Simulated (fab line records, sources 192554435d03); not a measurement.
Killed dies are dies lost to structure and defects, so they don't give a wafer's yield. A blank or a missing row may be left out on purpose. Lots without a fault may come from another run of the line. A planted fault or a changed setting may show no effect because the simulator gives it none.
Problem report in the 8D (eight disciplines) form, filled by code | flow n5_finfet | the parts of the form that need people (team, actions taken, sign-off) are left out

1. THE PROBLEM
spin_speed_rpm at N5_BEOL_M2_COAT_05 reads a mean of 1446.4 rpm on 9 wafers of 3 lots; wafers without a fault read 1499.9 rpm with a standard deviation of 0.9. That is -59 standard deviations from the usual mean.
The step: resist thk 30 nm.
First seen on wafer L369.1, day 9 16:27, on litho_track-05. The record holds 36 wafers of 12 lots with a number at this step. Rule for "out", or "out of limits": more than 4 standard deviations from the usual mean. The other wafers with a number count as sound.

2. WHAT IT IS AND WHAT IT IS NOT
question                    | is                     | is not
which readings at this step | spin_speed_rpm         | chill_plate_temp_C, dispense_pressure_kPa
which lots                  | L368, L369, L370       | L358, L360, L361, L363, L366, L372, L373, L376, L380
which wafers of those lots  | all that have a number | -
read on which tools         | litho_track-05         | litho_track-01, litho_track-03
when                        | from day 9 16:27       | up to then (15 sound wafers); but 12 sound wafers of L372, L373, L376, L380 came after

3. SUSPECTS, AND WHAT RULES EACH OUT
Counting: a tool at a process step up to the reading stays a suspect if it ran every lot that is out and no sound lot after the first of them.
- litho_track-05 at N5_BEOL_M2_COAT_05 (resist thk 30 nm): kept. It ran every lot that is out, first L369 (day 9 16:27), and no sound lot after that; its last sound lot up to then is L366 (day 8 23:47). Its own readings are out on those wafers: spin_speed_rpm.
Left after counting: litho_track-05 at N5_BEOL_M2_COAT_05.

4. THE CAUSE (what the simulator had put in)
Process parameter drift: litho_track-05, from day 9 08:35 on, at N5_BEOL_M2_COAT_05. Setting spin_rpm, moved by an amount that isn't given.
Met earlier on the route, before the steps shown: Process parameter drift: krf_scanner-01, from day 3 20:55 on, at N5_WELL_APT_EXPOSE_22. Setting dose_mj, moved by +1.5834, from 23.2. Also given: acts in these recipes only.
Counting left only this tool.

5. THE CHAIN OF EFFECTS, in route order
Each row: a reading whose mean over the struck wafers that have a number lies more than 3 standard deviations from the usual. Only readings for which the record gives a usual standard deviation are gone through. hours: the time from each lot's start at the first step in this table that gives one to its start at this step, as a median over the lots. sigmas: the change in usual standard deviations.
hours | step               | reading        | usual      | on struck wafers | change | sigmas
0     | N5_BEOL_M2_COAT_05 | spin_speed_rpm | 1499.9 rpm | 1446.4           | -53.5  | -59
The process steps in it:
- N5_BEOL_M2_COAT_05: resist thk 30 nm.
Later measuring or inspecting steps at which every struck wafer that the step has a row for has a number for every such reading, and none has moved that far: N5_BEOL_M2_CD_MEAS_11, N5_BEOL_M4_RC_MEAS_101.

6. WHAT WOULD HAVE CAUGHT IT SOONER
In this record the first reading out of limits was taken at day 9 16:27, 8 hours after the fault began at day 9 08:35.
